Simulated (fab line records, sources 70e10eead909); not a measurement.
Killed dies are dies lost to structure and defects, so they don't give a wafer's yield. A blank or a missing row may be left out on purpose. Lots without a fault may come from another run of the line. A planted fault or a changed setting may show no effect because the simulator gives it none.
Chamber matching | flow nand_harc | NHARC_A_SLIT_DEP_25 on pecvd-01: 3 sister chambers
The step deposits SiO2, target thk 200 nm. 6 wafers are shown with their chamber, then 8 later ones without.

WAFERS WITH THEIR CHAMBER
wafer  | chamber | heater_power_w (W) | flow_sccm (sccm)
L081.3 | 0       | 576                | 2651
L081.5 | 0       | 549                | 2650
L084.1 | 1       | 347                | 2657
L084.3 | 2       | 453                | 2647
L084.5 | 2       | 461                | 2649
L085.2 | 1       | 462                | 2657

WAFERS WITHOUT THEIR CHAMBER
wafer  | heater_power_w (W) | flow_sccm (sccm)
L085.4 | 482                | 2660
L085.6 | 475                | 2655
L092.1 | 422                | 2654
L092.2 | 450                | 2642
L092.6 | 465                | 2644
L094.4 | 493                | 2645
L094.5 | 450                | 2656
L094.6 | 389                | 2642

WHICH CHAMBER EACH WENT THROUGH
wafer  | from the rows above     | in truth
L085.4 | 1                       | 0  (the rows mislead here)
L085.6 | 1                       | 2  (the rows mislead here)
L092.1 | can't be placed: 1 or 0 | 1
L092.2 | 2                       | 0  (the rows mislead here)
L092.6 | 2                       | 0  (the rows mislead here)
L094.4 | 2                       | 2
L094.5 | 1                       | 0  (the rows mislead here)
L094.6 | 2                       | 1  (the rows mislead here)
Placed correctly: 1 of 8. Can't be placed from these rows: 1 (the true chamber is among the candidates in 1). Placed wrongly: 6.
How it was worked out, from the rows above alone: a wafer's distance from a chamber is the root of the sum, over the readings, of the square of ((its reading less the chamber's mean) divided by the reading's scatter). The wafer belongs to the nearest chamber; if the next one is less than 2 further off, it can't be placed. A chamber's mean is the mean of its shown wafers. The scatter: the root of (the sum of the squares of (reading less its chamber's mean) over the shown wafers, divided by (wafers less chambers)).
